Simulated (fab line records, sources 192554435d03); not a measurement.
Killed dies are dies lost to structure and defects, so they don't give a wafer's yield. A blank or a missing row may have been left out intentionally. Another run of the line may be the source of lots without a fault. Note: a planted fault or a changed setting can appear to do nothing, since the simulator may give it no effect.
fab line records	flow n5Finfet
record lots=24	wafers=72	lastDay=17
route steps=1938 shown HKMG_FIN@431 GATE_CUT@501 MOL_CONTACT_COAG@527
lots that met no fault: taken from a fault-free run of the same line
startH: hours from the record's opening day to when the first of the lot's shown wafers began	waitH: time in hours since the lot's previous step	" identical to the entry in the row above	L1.1+2: a single row standing in for several wafers	- no value, or no start given	* or withheld: withheld	< > ~ a bound
route shown NAME@n: names a module that has steps shown in the file, with the first one's number in the route	usual: mean and standard deviation over wafers with no fault	same: alike in all rows	chamber/n: place in a boat	sites: each site's reading	_std_site: standard deviation of those values	_edge_site: inner sites' mean taken away from outer sites' mean	radiusMm: how far each site lies from the wafer's centre	mask NAME#n: copy n	behind: the tool/chamber that last shaped the wafer	hold: the reason the lot was held/the length of the hold in hours/how it ended	device: which transistor (n, p or np) failed to switch	end of line: the tests these same wafers got at the end of their route	a step without rows: its recipe alone	killed: not the wafer's yield, but the dies lost to structure and defects at the first sort	map: dies across one wafer; x = killed, . = not, _ = none there
set.NAME: the setting that was run; set.NAME@STEP: the one run at that earlier step	model.NAME: the simulator's own value behind a step, which no gauge read
steps of the route over a sample of lots; a table a step, a row a wafer
services: the hour from which a tool's chamber was out of use, counted from the record's first day as startH (under 0 if before that day), plus the number of hours and why
## steps
# step N5_HKMG_FIN_OVL_MEAS_13
# recipe pointsPerWafer=44
# usual NWFM_OVL=0.1/0.97
lot.wafer	tool	chamber	startH	waitH	NWFM_OVL[nm]
L074.2	overlay-01	0	74.61	0.0	1.1
L074.4	"	0	"	"	1.9
L074.5	"	0	"	"	1.1
L075.1	overlay-01	0	84.08	0.0	1.1
L075.3	"	0	"	"	0.6
L075.6	"	0	"	"	1.0
L076.1	overlay-01	0	88.86	0.0	0.6
L076.2	"	0	"	"	-0.9
L076.3	"	0	"	"	0.1
L077.2	overlay-02	0	95.28	0.0	0.3
L077.3	"	0	"	"	0.6
L077.6	"	0	"	"	0.8
L078.2	overlay-01	0	101.24	0.0	1.2
L078.3	"	0	"	"	1.6
L078.5	"	0	"	"	0.2
L079.1	overlay-01	0	106.52	0.0	0.7
L079.4	"	0	"	"	1.1
L079.6	"	0	"	"	0.7
L080.2	overlay-01	0	110.02	0.0	-0.1
L080.3	"	0	"	"	-2.4
L080.6	"	0	"	"	-0.7
L081.2	overlay-01	0	117.46	0.0	1.1
L081.3	"	0	"	"	-0.2
L081.4	"	0	"	"	0.7
L082.1	overlay-01	0	123.63	0.0	0.9
L082.2	"	0	"	"	-1.0
L082.4	"	0	"	"	-0.1
L083.1	overlay-02	0	130.05	0.0	-0.3
L083.3	"	0	"	"	-0.8
L083.6	"	0	"	"	-0.3
L084.1	overlay-02	0	139.46	0.0	-0.5
L084.5	"	0	"	"	-0.4
L084.6	"	0	"	"	-0.8
L085.4	overlay-01	0	143.09	0.0	-0.6
L085.5	"	0	"	"	-0.4
L085.6	"	0	"	"	-1.7
L086.1	overlay-01	0	153.24	0.0	0.2
L086.3	"	0	"	"	0.6
L086.4	"	0	"	"	-0.4
L087.2	overlay-01	0	155.14	0.0	0.2
L087.5	"	0	"	"	-0.2
L087.6	"	0	"	"	0.4
L088.1	overlay-02	0	158.67	0.0	1.2
L088.2	"	0	"	"	1.9
L088.6	"	0	"	"	1.5
L089.1	overlay-01	0	165.32	0.0	1.6
L089.3	"	0	"	"	1.0
L089.5	"	0	"	"	1.7
L090.3	overlay-02	0	173.37	0.0	-2.0
L090.4	"	0	"	"	-1.2
L090.6	"	0	"	"	0.1
L091.1	overlay-02	0	179.82	0.0	0.8
L091.3	"	0	"	"	0.9
L091.5	"	0	"	"	1.4
L092.1	overlay-02	0	186.02	0.0	0.5
L092.2	"	0	"	"	-1.4
L092.6	"	0	"	"	-1.5
L093.1	overlay-01	0	189.29	0.0	0.7
L093.3	"	0	"	"	1.2
L093.4	"	0	"	"	0.4
L094.1	overlay-02	0	200.02	0.0	-0.1
L094.5	"	0	"	"	-0.7
L094.6	"	0	"	"	0.8
L095.2	overlay-02	0	202.50	0.0	0.9
L095.3	"	0	"	"	1.1
L095.5	"	0	"	"	0.7
L096.1	overlay-02	0	206.14	0.0	-0.4
L096.2	"	0	"	"	-1.0
L096.5	"	0	"	"	0.6
L097.2	overlay-01	0	214.91	0.0	0.4
L097.3	"	0	"	"	0.0
L097.6	"	0	"	"	0.7
# step N5_HKMG_FIN_ETCH_86
# recipe chemistry=N2/H2	target=SOC	targetDepthA=3932	stopOn=TiN	ionEnergyEv=100	biasW=61	pressureMtorr=30	sourceW=850	n2FlowSccm=200	h2FlowSccm=200
# usual chamberPressureMTorr=30.001/0.024	drypumpMotorCurrentA=5.7/0.47	n2FlowSccm=200.0/0.63	oesProductAu=0.81/0.081	rfVppV=240.7/1.3	showerheadPlenumPTorr=2.54/0.083	throttleValvePct=17.8/0.31
lot.wafer	tool	chamber	startH	waitH	chamberPressureMTorr	drypumpMotorCurrentA	n2FlowSccm	oesProductAu	rfHoursCounterH	rfVppV	showerheadPlenumPTorr	throttleValvePct
L074.2	rieDiel-03	1	76.02	-	29.975	6.8	200.4	0.68	253	238.6	2.49	18.0
L074.4	"	1	"	"	29.990	6.8	200.8	0.69	-	240.4	2.49	18.0
L074.5	"	0	"	"	30.007	5.5	199.5	0.70	-	238.7	2.41	17.8
L075.1	rieDiel-05	1	85.67	-	29.967	5.5	199.3	0.75	162	240.3	2.53	18.1
L075.3	"	2	"	"	29.995	6.2	200.6	0.71	190	243.1	2.65	18.0
L075.6	"	2	"	"	29.994	6.2	199.8	0.71	-	241.1	2.65	18.1
L076.1	rieDiel-01	1	90.37	-	29.957	5.6	200.2	0.94	6	241.9	2.60	17.4
L076.2	"	3	"	"	30.000	5.2	199.9	0.90	17	240.4	2.49	17.7
L076.3	"	2	"	"	29.993	5.8	200.0	0.72	191	240.4	2.54	18.3
L077.2	rieDiel-05	1	97.16	-	30.005	5.5	200.3	0.75	167	240.9	2.53	18.1
L077.3	"	2	"	"	29.990	6.2	199.9	0.71	195	243.2	2.65	18.1
L077.6	"	0	"	"	30.015	5.5	199.4	0.85	-	242.5	2.69	17.3
L078.2	rieDiel-03	0	102.62	-	30.013	5.5	200.2	0.68	226	239.4	2.41	17.8
L078.3	"	1	"	"	29.974	6.7	200.1	0.99	2	240.2	2.49	17.6
L078.5	"	3	"	"	30.025	5.6	200.9	0.86	-	242.8	2.69	17.9
L079.1	rieDiel-01	2	107.91	-	29.982	5.8	199.8	0.71	198	241.4	2.54	18.4
L079.4	"	2	"	"	30.001	5.8	200.6	0.71	-	241.4	2.54	18.4
L079.6	"	3	"	"	30.006	5.2	200.0	0.88	-	239.7	2.49	17.7
L080.2	rieDiel-01	0	111.46	-	29.998	5.1	200.1	0.84	44	239.8	2.48	17.4
L080.3	"	2	"	"	30.007	5.8	200.5	0.71	200	239.7	2.54	18.4
L080.6	"	0	"	"	30.030	5.1	199.8	0.85	-	239.0	2.48	17.4
L081.2	rieDiel-03	1	118.84	-	30.032	6.8	199.3	0.94	8	240.5	2.49	17.6
L081.3	"	0	"	"	30.031	5.5	200.0	0.68	231	239.8	2.40	17.8
L081.4	"	3	"	"	29.949	5.6	199.5	0.83	78	241.9	2.69	17.9
L082.1	rieDiel-03	0	125.01	-	30.006	5.5	200.5	0.68	234	237.6	2.40	17.8
L082.2	"	1	"	"	30.005	6.7	199.2	0.94	11	241.2	2.49	17.5
L082.4	"	3	"	"	30.019	5.6	200.4	0.84	80	242.0	2.69	17.9
L083.1	rieDiel-01	2	131.85	-	29.981	5.8	199.5	0.71	208	240.1	2.53	18.4
L083.3	"	3	"	"	30.044	5.2	199.8	0.87	35	239.4	2.48	17.7
L083.6	"	0	"	"	30.010	5.1	199.5	0.83	-	239.6	2.48	17.4
L084.1	rieDiel-01	1	141.30	-	29.961	5.6	201.3	0.91	20	241.1	2.60	17.5
L084.5	"	1	"	"	30.043	5.6	201.8	0.90	-	240.9	2.60	17.5
L084.6	"	0	"	"	30.025	5.1	200.4	0.83	-	240.7	2.48	17.4
L085.4	rieDiel-01	0	145.65	-	30.026	5.1	198.7	0.83	60	239.0	2.48	17.4
L085.5	"	0	"	"	30.004	5.1	199.4	0.82	-	240.7	2.47	17.4
L085.6	"	1	"	"	29.974	5.6	199.3	0.89	-	241.6	2.59	17.5
L086.1	rieDiel-01	2	154.64	-	30.008	5.8	199.6	0.71	220	240.6	2.53	18.4
L086.3	"	3	"	"	30.006	5.2	200.3	0.85	42	240.0	2.48	17.7
L086.4	"	0	"	"	29.963	5.1	201.4	0.82	63	239.5	2.47	17.4
L087.2	rieDiel-01	1	157.20	-	29.969	5.6	199.3	0.89	27	240.0	2.59	17.5
L087.5	"	0	"	"	30.037	5.1	199.9	0.82	-	240.1	2.47	17.4
L087.6	"	1	"	"	29.966	5.6	200.9	0.89	-	241.1	2.59	17.5
L088.1	rieDiel-05	2	160.04	-	29.962	6.1	200.5	0.70	219	241.5	2.63	18.1
L088.2	"	3	"	"	30.024	5.6	199.8	0.72	186	242.0	2.53	17.9
L088.6	"	2	"	"	29.970	6.2	200.0	0.69	-	241.7	2.63	18.1
L089.1	rieDiel-05	2	166.78	-	30.040	6.1	200.9	0.69	222	240.6	2.63	18.1
L089.3	"	3	"	"	30.003	5.6	199.3	0.72	189	241.8	2.53	17.9
L089.5	"	2	"	"	30.023	6.2	200.4	0.69	-	240.4	2.63	18.1
L090.3	rieDiel-03	1	174.74	-	29.966	6.8	199.7	0.90	22	239.3	2.48	17.6
L090.4	"	2	"	"	29.989	5.9	200.1	0.87	-	240.1	2.48	17.6
L090.6	"	3	"	"	29.991	5.7	199.6	0.82	-	242.8	2.69	17.9
L091.1	rieDiel-03	3	181.26	-	29.981	5.7	201.2	0.82	96	244.1	2.68	17.9
L091.3	"	0	"	"	29.995	5.5	200.5	0.67	247	238.0	2.40	17.8
L091.5	"	1	"	"	29.956	6.8	200.4	0.91	-	240.4	2.48	17.6
L092.1	rieDiel-05	3	187.40	-	30.013	5.6	199.8	0.72	195	238.8	2.53	17.9
L092.2	"	1	"	"	30.019	5.5	200.3	0.72	201	240.7	2.51	18.2
L092.6	"	0	"	"	30.000	5.6	199.8	0.80	-	242.2	2.67	17.4
L093.1	rieDiel-03	2	191.10	-	29.983	5.9	201.0	0.85	38	240.7	2.48	17.6
L093.3	"	1	"	"	30.018	6.7	200.9	0.90	29	240.3	2.48	17.6
L093.4	"	1	"	"	29.940	6.7	201.1	0.90	-	239.2	2.48	17.6
L094.1	rieDiel-01	1	201.62	-	30.010	5.6	199.8	0.87	41	242.0	2.59	17.5
L094.5	"	3	"	"	30.002	5.2	200.6	0.83	-	238.7	2.47	17.7
L094.6	"	2	"	"	30.058	5.8	199.9	0.68	-	239.8	2.52	18.4
L095.2	rieDiel-03	3	203.88	-	30.052	5.6	199.5	0.81	107	241.1	2.68	17.9
L095.3	"	2	"	"	29.983	5.9	200.2	0.85	44	239.7	2.47	17.7
L095.5	"	2	"	"	30.014	6.0	200.5	0.85	-	239.9	2.47	17.7
L096.1	rieDiel-03	3	207.77	-	29.989	5.6	199.4	0.81	109	240.9	2.68	17.9
L096.2	"	2	"	"	29.990	5.9	199.3	0.85	46	240.1	2.47	17.7
L096.5	"	1	"	"	29.986	6.7	198.4	0.87	-	239.6	2.47	17.6
L097.2	rieDiel-05	0	216.33	-	29.988	5.5	199.5	0.80	79	241.3	2.67	17.4
L097.3	"	2	"	"	30.029	6.2	199.3	0.68	238	242.3	2.63	18.1
L097.6	"	2	"	"	30.015	6.2	200.8	0.68	-	242.8	2.63	18.1
# step N5_HKMG_FIN_NWFM_ALD_20
# recipe material=TiAlC	targetThkA=20	tempC=300	aldPrecursorFamily=TiCl4	aldCoReactant=TEA	pulseTimeS=3	purgeTimeS=2	coReactantPurgeTimeS=2	coReactantPulseTimeS=10	aldCycles=7	pressureTorr=3
# usual heaterPowerW=496/36	precursorPulseHeightRel=0.998/0.02
lot.wafer	tool	chamber	startH	waitH	heaterPowerW	precursorPulseHeightRel
L074.2	aldMetal-01	3	76.65	0.3	510	0.996
L074.4	"	2	"	"	458	0.984
L074.5	"	2	"	"	471	0.998
L075.1	aldMetal-03	0	86.30	0.3	573	1.011
L075.3	"	3	"	"	539	1.004
L075.6	"	3	"	"	548	0.986
L076.1	aldMetal-02	2	91.01	0.3	455	0.999
L076.2	"	0	"	"	465	0.966
L076.3	"	3	"	"	492	0.963
L077.2	aldMetal-03	3	97.80	0.3	531	1.005
L077.3	"	2	"	"	505	1.010
L077.6	"	3	"	"	558	1.027
L078.2	aldMetal-03	0	103.25	0.3	576	1.026
L078.3	"	2	"	"	512	0.996
L078.5	"	3	"	"	539	1.045
L079.1	aldMetal-03	1	108.55	0.3	450	1.007
L079.4	"	0	"	"	571	0.990
L079.6	"	2	"	"	519	1.019
L080.2	aldMetal-01	3	112.10	0.3	500	1.008
L080.3	"	2	"	"	476	0.989
L080.6	"	3	"	"	499	1.014
L081.2	aldMetal-03	2	119.48	0.3	504	0.991
L081.3	"	3	"	"	547	1.006
L081.4	"	0	"	"	563	0.968
L082.1	aldMetal-01	1	125.66	0.3	486	0.995
L082.2	"	3	"	"	506	1.032
L082.4	"	0	"	"	496	0.998
L083.1	aldMetal-02	0	132.49	0.3	465	0.957
L083.3	"	3	"	"	497	1.013
L083.6	"	3	"	"	485	0.999
L084.1	aldMetal-01	1	141.94	0.3	491	0.989
L084.5	"	1	"	"	489	0.969
L084.6	"	2	"	"	471	1.002
L085.4	aldMetal-03	3	146.34	0.2	547	1.003
L085.5	"	2	"	"	509	1.051
L085.6	"	1	"	"	464	1.019
L086.1	aldMetal-01	3	155.27	0.3	511	1.012
L086.3	"	1	"	"	495	0.970
L086.4	"	2	"	"	468	0.997
L087.2	aldMetal-02	1	157.84	0.3	477	1.012
L087.5	"	2	"	"	453	0.988
L087.6	"	1	"	"	482	0.988
L088.1	aldMetal-02	0	160.68	0.3	476	0.971
L088.2	"	3	"	"	478	1.016
L088.6	"	3	"	"	500	0.991
L089.1	aldMetal-01	1	167.42	0.3	490	1.028
L089.3	"	0	"	"	494	0.977
L089.5	"	3	"	"	501	1.022
L090.3	aldMetal-02	1	175.38	0.1	466	1.009
L090.4	"	3	"	"	482	0.984
L090.6	"	3	"	"	492	0.989
L091.1	aldMetal-03	0	181.90	0.3	576	0.979
L091.3	"	2	"	"	500	0.992
L091.5	"	3	"	"	552	0.977
L092.1	aldMetal-03	1	188.11	0.3	459	1.037
L092.2	"	3	"	"	554	0.991
L092.6	"	1	"	"	450	0.982
L093.1	aldMetal-01	2	191.73	0.3	469	1.011
L093.3	"	0	"	"	499	0.998
L093.4	"	1	"	"	483	1.002
L094.1	aldMetal-03	1	202.27	0.3	465	0.974
L094.5	"	2	"	"	518	1.006
L094.6	"	1	"	"	460	0.980
L095.2	aldMetal-01	1	204.51	0.3	485	1.013
L095.3	"	0	"	"	498	0.995
L095.5	"	1	"	"	483	0.948
L096.1	aldMetal-02	2	208.41	0.3	445	1.018
L096.2	"	1	"	"	465	1.000
L096.5	"	1	"	"	484	0.986
L097.2	aldMetal-03	3	217.02	0.3	533	0.994
L097.3	"	2	"	"	511	0.965
L097.6	"	2	"	"	499	1.000
# step N5_GATE_CUT_CUT_ETCH_54
# recipe chemistry=Cl2/BCl3	target=TiN	maskMaterial=SiO2	targetDepthA=967	pressureMtorr=10	icpW=1000	biasW=126	Cl2_flow_sccm=53.25	bcl3FlowSccm=21.75	Ar_flow_sccm=25	ends=cleared
# usual chamberPressureMTorr=10.001/0.0096	drypumpMotorCurrentA=6.0/0.49	etchRfOnTimeS=36.6/0.6	oesProductAu=0.64/0.086	throttleValvePct=22.39/0.27
lot.wafer	tool	chamber	startH	waitH	chamberPressureMTorr	drypumpMotorCurrentA	etchRfOnTimeS	oesProductAu	rfHoursCounterH	throttleValvePct
L074.2	rieMetal-01	0	83.70	0.0	9.994	6.4	37.4	0.69	39	22.18
L074.4	"	0	"	"	9.997	6.4	37.2	0.70	-	22.18
L074.5	"	1	"	"	10.001	6.5	36.6	0.56	-	22.75
L075.1	rieMetal-01	1	94.61	0.0	9.994	6.5	36.0	0.56	117	22.74
L075.3	"	0	"	"	9.986	6.4	37.1	0.70	-	22.18
L075.6	"	1	"	"	10.000	6.5	36.1	0.57	-	22.72
L076.1	rieMetal-02	1	98.45	0.0	9.975	5.1	36.5	0.54	121	22.49
L076.2	"	0	"	"	10.010	6.0	37.3	0.72	33	22.22
L076.3	"	0	"	"	9.982	6.0	37.1	0.71	-	22.23
L077.2	rieMetal-02	1	104.92	0.0	10.012	5.1	35.8	0.55	122	22.47
L077.3	"	1	"	"	10.010	5.1	35.6	0.55	-	22.48
L077.6	"	0	"	"	10.004	6.0	36.3	0.73	-	22.22
L078.2	rieMetal-01	0	109.95	0.0	10.000	6.4	36.9	0.70	40	22.17
L078.3	"	0	"	"	10.019	6.4	37.2	0.69	-	22.19
L078.5	"	1	"	"	9.996	6.5	35.7	0.56	-	22.73
L079.1	rieMetal-02	0	115.43	0.0	9.995	6.0	36.9	0.72	35	22.23
L079.4	"	0	"	"	9.999	6.0	36.9	0.72	-	22.24
L079.6	"	0	"	"	9.995	6.0	36.8	0.72	-	22.24
L080.2	rieMetal-01	0	119.31	0.0	9.998	6.4	37.8	0.69	42	22.19
L080.3	"	1	"	"	9.989	6.5	36.6	0.56	-	22.75
L080.6	"	1	"	"	10.005	6.5	36.4	0.56	-	22.74
L081.2	rieMetal-03	0	126.26	0.0	10.014	5.6	36.9	0.64	78	22.50
L081.3	"	0	"	"	9.984	5.5	36.6	0.64	-	22.49
L081.4	"	1	"	"	10.005	5.9	36.6	0.83	-	21.81
L082.1	rieMetal-02	1	132.27	0.0	9.998	5.2	35.5	0.54	125	22.47
L082.2	"	0	"	"	9.988	6.0	36.9	0.71	36	22.26
L082.4	"	0	"	"	10.009	6.0	37.1	0.71	-	22.24
L083.1	rieMetal-01	1	139.60	0.0	10.005	6.5	36.6	0.55	121	22.76
L083.3	"	1	"	"	10.007	6.5	36.5	0.55	-	22.76
L083.6	"	1	"	"	10.023	6.5	36.5	0.55	-	22.75
L084.1	rieMetal-01	1	148.53	0.0	9.998	6.5	36.1	0.56	121	22.75
L084.5	"	0	"	"	9.997	6.4	37.0	0.69	-	22.18
L084.6	"	1	"	"	10.007	6.5	36.3	0.56	-	22.74
L085.4	rieMetal-03	1	153.67	0.0	9.999	5.9	37.0	0.82	-	21.82
L085.5	"	1	"	"	9.998	5.9	37.3	0.81	-	21.80
L085.6	"	0	"	"	10.002	5.6	37.1	0.63	-	22.51
L086.1	rieMetal-03	1	162.27	0.0	9.997	5.9	37.1	0.80	9	21.82
L086.3	"	1	"	"	10.003	5.9	36.9	0.81	-	21.81
L086.4	"	0	"	"	10.003	5.5	36.7	0.64	-	22.51
L087.2	rieMetal-02	0	164.93	0.0	10.001	6.0	37.1	0.70	39	22.25
L087.5	"	0	"	"	10.003	6.0	36.6	0.71	-	22.25
L087.6	"	1	"	"	9.988	5.1	36.1	0.54	-	22.50
L088.1	rieMetal-02	0	167.26	0.0	9.998	6.0	37.0	0.70	40	22.24
L088.2	"	1	"	"	9.993	5.1	36.2	0.54	128	22.50
L088.6	"	1	"	"	10.001	5.1	36.3	0.53	-	22.48
L089.1	rieMetal-01	1	174.53	0.0	10.015	6.6	36.4	0.55	124	22.77
L089.3	"	0	"	"	10.003	6.4	37.7	0.68	-	22.21
L089.5	"	0	"	"	9.989	6.4	37.8	0.68	-	22.22
L090.3	rieMetal-01	0	183.28	0.0	9.999	6.4	37.2	0.68	-	22.19
L090.4	"	1	"	"	10.017	6.5	36.3	0.55	-	22.76
L090.6	"	0	"	"	10.016	6.4	37.4	0.68	-	22.20
L091.1	rieMetal-02	1	188.93	0.0	10.007	5.1	36.2	0.53	131	22.51
L091.3	"	0	"	"	10.001	6.0	37.0	0.69	-	22.25
L091.5	"	0	"	"	9.999	6.0	37.1	0.69	-	22.25
L092.1	rieMetal-02	1	194.81	0.0	10.015	5.1	36.0	0.53	131	22.52
L092.2	"	0	"	"	9.997	6.0	36.8	0.70	43	22.25
L092.6	"	0	"	"	10.000	6.0	37.2	0.69	-	22.25
L093.1	rieMetal-01	0	199.06	0.0	10.003	6.4	36.7	0.68	49	22.18
L093.3	"	0	"	"	10.000	6.4	37.2	0.68	-	22.19
L093.4	"	1	"	"	10.008	6.5	35.7	0.55	-	22.75
L094.1	rieMetal-02	0	209.48	0.1	9.976	6.0	36.7	0.70	44	22.24
L094.5	"	0	"	"	9.989	6.0	36.9	0.70	-	22.26
L094.6	"	0	"	"	10.009	6.1	37.0	0.69	-	22.25
L095.2	rieMetal-01	1	211.77	0.0	10.000	6.5	35.6	0.55	127	22.76
L095.3	"	1	"	"	9.988	6.5	35.8	0.55	-	22.75
L095.5	"	1	"	"	9.998	6.5	35.8	0.55	-	22.74
L096.1	rieMetal-01	1	215.61	0.1	9.997	6.5	35.8	0.55	128	22.74
L096.2	"	1	"	"	10.003	6.5	35.8	0.55	-	22.75
L096.5	"	1	"	"	9.984	6.5	35.8	0.55	-	22.77
L097.2	rieMetal-03	0	223.62	0.0	9.989	5.6	36.3	0.63	86	22.50
L097.3	"	0	"	"	10.009	5.6	36.4	0.64	-	22.51
L097.6	"	1	"	"	10.016	5.9	36.7	0.79	-	21.83
# step N5_MOL_CONTACT_COAG_OVL_MEAS_09
# recipe pointsPerWafer=522
# usual CA_OVL=0.2/0.68
lot.wafer	tool	chamber	startH	waitH	CA_OVL[nm]
L074.2	overlay-02	0	87.06	0.0	0.0
L074.4	"	0	"	"	-0.4
L074.5	"	0	"	"	-0.1
L075.1	overlay-02	0	99.60	0.0	0.2
L075.3	"	0	"	"	-0.1
L075.6	"	0	"	"	0.2
L076.1	overlay-01	0	101.81	0.0	-0.6
L076.2	"	0	"	"	0.6
L076.3	"	0	"	"	0.7
L077.2	overlay-01	0	108.16	0.0	1.1
L077.3	"	0	"	"	0.5
L077.6	"	0	"	"	1.2
L078.2	overlay-02	0	113.35	0.0	0.7
L078.3	"	0	"	"	0.7
L078.5	"	0	"	"	-0.3
L079.1	overlay-01	0	118.80	0.0	0.2
L079.4	"	0	"	"	-0.3
L079.6	"	0	"	"	0.6
L080.2	overlay-01	0	122.55	0.0	0.3
L080.3	"	0	"	"	0.7
L080.6	"	0	"	"	-0.3
L081.2	overlay-02	0	129.89	0.0	-0.5
L081.3	"	0	"	"	-0.4
L081.4	"	0	"	"	0.3
L082.1	overlay-02	0	135.65	0.0	0.4
L082.2	"	0	"	"	-0.9
L082.4	"	0	"	"	0.5
L083.1	overlay-02	0	142.84	0.0	0.0
L083.3	"	0	"	"	0.1
L083.6	"	0	"	"	1.5
L084.1	overlay-01	0	152.02	0.0	0.7
L084.5	"	0	"	"	0.5
L084.6	"	0	"	"	-0.2
L085.4	overlay-01	0	156.91	0.0	1.1
L085.5	"	0	"	"	0.9
L085.6	"	0	"	"	1.1
L086.1	overlay-01	0	165.83	0.0	1.1
L086.3	"	0	"	"	0.7
L086.4	"	0	"	"	1.2
L087.2	overlay-01	0	168.27	0.0	0.9
L087.5	"	0	"	"	0.5
L087.6	"	0	"	"	0.2
L088.1	overlay-02	0	170.84	0.0	1.4
L088.2	"	0	"	"	1.6
L088.6	"	0	"	"	1.1
L089.1	overlay-02	0	177.78	0.0	-0.1
L089.3	"	0	"	"	0.7
L089.5	"	0	"	"	-0.4
L090.3	overlay-02	0	186.83	0.0	0.4
L090.4	"	0	"	"	0.6
L090.6	"	0	"	"	-0.3
L091.1	overlay-01	0	192.86	0.0	-0.2
L091.3	"	0	"	"	1.3
L091.5	"	0	"	"	0.5
L092.1	overlay-01	0	198.82	0.0	-0.8
L092.2	"	0	"	"	-0.9
L092.6	"	0	"	"	-1.6
L093.1	overlay-01	0	202.35	0.0	0.2
L093.3	"	0	"	"	-0.7
L093.4	"	0	"	"	0.7
L094.1	overlay-01	0	213.01	0.0	0.3
L094.5	"	0	"	"	-0.4
L094.6	"	0	"	"	-1.6
L096.1	overlay-01	0	219.06	0.0	-0.8
L096.2	"	0	"	"	0.1
L096.5	"	0	"	"	0.2
L095.2	overlay-01	0	220.51	0.0	-0.5
L095.3	"	0	"	"	0.4
L095.5	"	0	"	"	0.2
L097.2	overlay-01	0	226.86	0.0	-0.6
L097.3	"	0	"	"	-0.8
L097.6	"	0	"	"	-1.0
# step N5_MOL_CONTACT_COAG_ANNEAL_113
# recipe tempC=400	timeS=300	ambient=H2/N2
# usual lampPowerPct=2.908/0.026	wafer_temp_C_max=401.4/0.53
lot.wafer	tool	chamber	startH	waitH	lampPowerPct	wafer_temp_C_max
L074.2	rtpAnneal-02	0	90.36	0.6	2.883	401.9
L074.4	"	0	"	"	2.885	402.5
L074.5	"	0	"	"	2.888	401.6
L075.1	rtpAnneal-01	0	102.34	0.3	2.938	401.1
L075.3	"	0	"	"	2.941	400.6
L075.6	"	0	"	"	2.942	401.4
L076.1	rtpAnneal-01	0	106.38	0.3	2.942	401.1
L076.2	"	0	"	"	2.936	400.7
L076.3	"	0	"	"	2.939	400.8
L077.2	rtpAnneal-01	0	111.78	0.5	2.936	401.1
L077.3	"	0	"	"	2.937	401.0
L077.6	"	0	"	"	2.939	400.6
L078.2	rtpAnneal-02	0	116.80	0.5	2.886	401.9
L078.3	"	0	"	"	2.889	401.8
L078.5	"	0	"	"	2.887	401.5
L079.1	rtpAnneal-02	0	122.37	0.4	2.888	402.4
L079.4	"	0	"	"	2.887	402.5
L079.6	"	0	"	"	2.893	401.2
L080.2	rtpAnneal-02	0	127.40	0.8	2.885	402.1
L080.3	"	0	"	"	2.890	402.1
L080.6	"	0	"	"	2.886	401.5
L081.2	rtpAnneal-01	0	133.45	0.8	2.935	401.1
L081.3	"	0	"	"	2.937	401.2
L081.4	"	0	"	"	2.935	401.3
L082.1	rtpAnneal-01	0	140.62	0.3	2.940	401.2
L082.2	"	0	"	"	2.937	401.4
L082.4	"	0	"	"	2.936	401.4
L083.1	rtpAnneal-02	0	147.58	0.4	2.888	401.3
L083.3	"	0	"	"	2.882	401.9
L083.6	"	0	"	"	2.886	401.4
L084.1	rtpAnneal-02	0	156.34	0.4	2.893	401.4
L084.5	"	0	"	"	2.883	401.8
L084.6	"	0	"	"	2.887	401.7
L085.4	rtpAnneal-02	0	162.78	0.5	2.882	402.2
L085.5	"	0	"	"	2.885	401.5
L085.6	"	0	"	"	2.891	401.5
L086.1	rtpAnneal-01	0	169.41	0.3	2.934	401.0
L086.3	"	0	"	"	2.944	401.1
L086.4	"	0	"	"	2.937	400.8
L087.2	rtpAnneal-01	0	171.77	0.5	2.936	401.3
L087.5	"	0	"	"	2.945	400.7
L087.6	"	0	"	"	2.940	401.1
L088.1	rtpAnneal-02	0	175.00	0.4	2.883	401.5
L088.2	"	0	"	"	2.893	401.9
L088.6	"	0	"	"	2.880	401.5
L089.1	rtpAnneal-02	0	181.37	0.3	2.887	401.4
L089.3	"	0	"	"	2.893	401.8
L089.5	"	0	"	"	2.885	401.8
L090.3	rtpAnneal-02	0	190.85	0.6	2.885	401.4
L090.4	"	0	"	"	2.883	402.0
L090.6	"	0	"	"	2.881	401.7
L091.1	rtpAnneal-02	0	198.89	0.3	2.879	401.8
L091.3	"	0	"	"	2.887	401.8
L091.5	"	0	"	"	2.884	401.9
L092.1	rtpAnneal-02	0	203.64	0.3	2.887	401.4
L092.2	"	0	"	"	2.892	402.5
L092.6	"	0	"	"	2.887	402.0
L093.1	rtpAnneal-01	0	206.97	0.4	2.940	400.9
L093.3	"	0	"	"	2.939	401.5
L093.4	"	0	"	"	2.938	401.4
L094.1	rtpAnneal-02	0	216.60	0.3	2.885	402.0
L094.5	"	0	"	"	2.883	402.3
L094.6	"	0	"	"	2.888	402.0
L096.1	rtpAnneal-01	0	222.43	0.3	2.942	401.0
L096.2	"	0	"	"	2.942	401.2
L096.5	"	0	"	"	2.936	400.6
L095.2	rtpAnneal-02	0	225.66	0.5	2.887	401.6
L095.3	"	0	"	"	2.888	402.0
L095.5	"	0	"	"	2.886	401.8
L097.2	rtpAnneal-01	0	230.36	0.5	2.933	400.9
L097.3	"	0	"	"	2.932	401.1
L097.6	"	0	"	"	2.938	400.9
## services
tool	chamber	startH	hours	kind
rieDiel-03	2	57.20	-	clean
rieDiel-03	2	57.20	-	consumableReplace:focusRing
rieDiel-03	2	57.20	22.6	scheduledDown
rieDiel-03	2	57.20	22.6	ventCycle
rieDiel-05	0	77.23	7.1	repair
rieDiel-03	1	79.92	-	clean
rieDiel-03	1	79.92	-	consumableReplace:focusRing
rieDiel-03	1	79.92	18.9	scheduledDown
rieDiel-03	1	79.92	18.9	ventCycle
rieDiel-01	1	94.09	2.9	repair
rieDiel-05	0	122.16	10.0	repair
rieDiel-03	-	128.90	15.6	pm
aldMetal-03	0	141.07	13.3	repair
aldMetal-03	2	157.12	6.8	repair
rieDiel-03	0	168.28	7.7	repair
aldMetal-03	1	177.29	10.4	repair
rieDiel-01	-	178.16	0.7	repair
rieDiel-05	1	213.01	3.8	repair
rieMetal-01	0	214.85	8.2	repair
rieMetal-02	-	220.54	1.9	repair
rieMetal-01	1	226.50	-	clean
rieMetal-01	1	226.50	17.4	scheduledDown
rieMetal-01	1	226.50	17.4	ventCycle
aldMetal-03	-	229.01	8.7	pm
## key
fault none
